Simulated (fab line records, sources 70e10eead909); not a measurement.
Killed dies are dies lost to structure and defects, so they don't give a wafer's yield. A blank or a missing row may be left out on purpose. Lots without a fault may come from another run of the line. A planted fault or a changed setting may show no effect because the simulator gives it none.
Chamber matching | flow nand_harc | NHARC_A_STAIRCASE_TRIM_187 on rie_diel-13: 4 sister chambers
The step chemistry O2, time 211.2 s. 8 wafers are shown with their chamber, then 9 later ones without.

WAFERS WITH THEIR CHAMBER
wafer  | chamber | drypump_motor_current_A (A) | showerhead_plenum_p_Torr (Torr)
L077.3 | 1       | 5.9                         | 3.74
L080.5 | 0       | 5.3                         | 3.60
L084.3 | 2       | 5.6                         | 3.54
L084.5 | 3       | 5.9                         | 3.55
L084.6 | 0       | 5.2                         | 3.59
L089.1 | 1       | 5.9                         | 3.72
L089.4 | 3       | 5.9                         | 3.54
L089.5 | 2       | 5.6                         | 3.54

WAFERS WITHOUT THEIR CHAMBER
wafer  | drypump_motor_current_A (A) | showerhead_plenum_p_Torr (Torr)
L093.1 | 5.6                         | 3.53
L093.5 | 5.9                         | 3.71
L093.6 | 5.3                         | 3.57
L092.1 | 6.0                         | 3.71
L092.2 | 5.6                         | 3.53
L092.5 | 5.6                         | 3.53
L094.1 | 5.5                         | 3.53
L094.2 | 5.9                         | 3.54
L094.5 | 5.3                         | 3.57

WHICH CHAMBER EACH WENT THROUGH
wafer  | from the rows above | in truth
L093.1 | 2                   | 2
L093.5 | 1                   | 1
L093.6 | 0                   | 0
L092.1 | 1                   | 1
L092.2 | 2                   | 2
L092.5 | 2                   | 2
L094.1 | 2                   | 2
L094.2 | 3                   | 3
L094.5 | 0                   | 0
Placed correctly: 9 of 9. Can't be placed from these rows: 0. Placed wrongly: 0.
How it was worked out, from the rows above alone: a wafer's distance from a chamber is the root of the sum, over the readings, of the square of ((its reading less the chamber's mean) divided by the reading's scatter). The wafer belongs to the nearest chamber; if the next one is less than 2 further off, it can't be placed. A chamber's mean is the mean of its shown wafers. The scatter: the root of (the sum of the squares of (reading less its chamber's mean) over the shown wafers, divided by (wafers less chambers)).
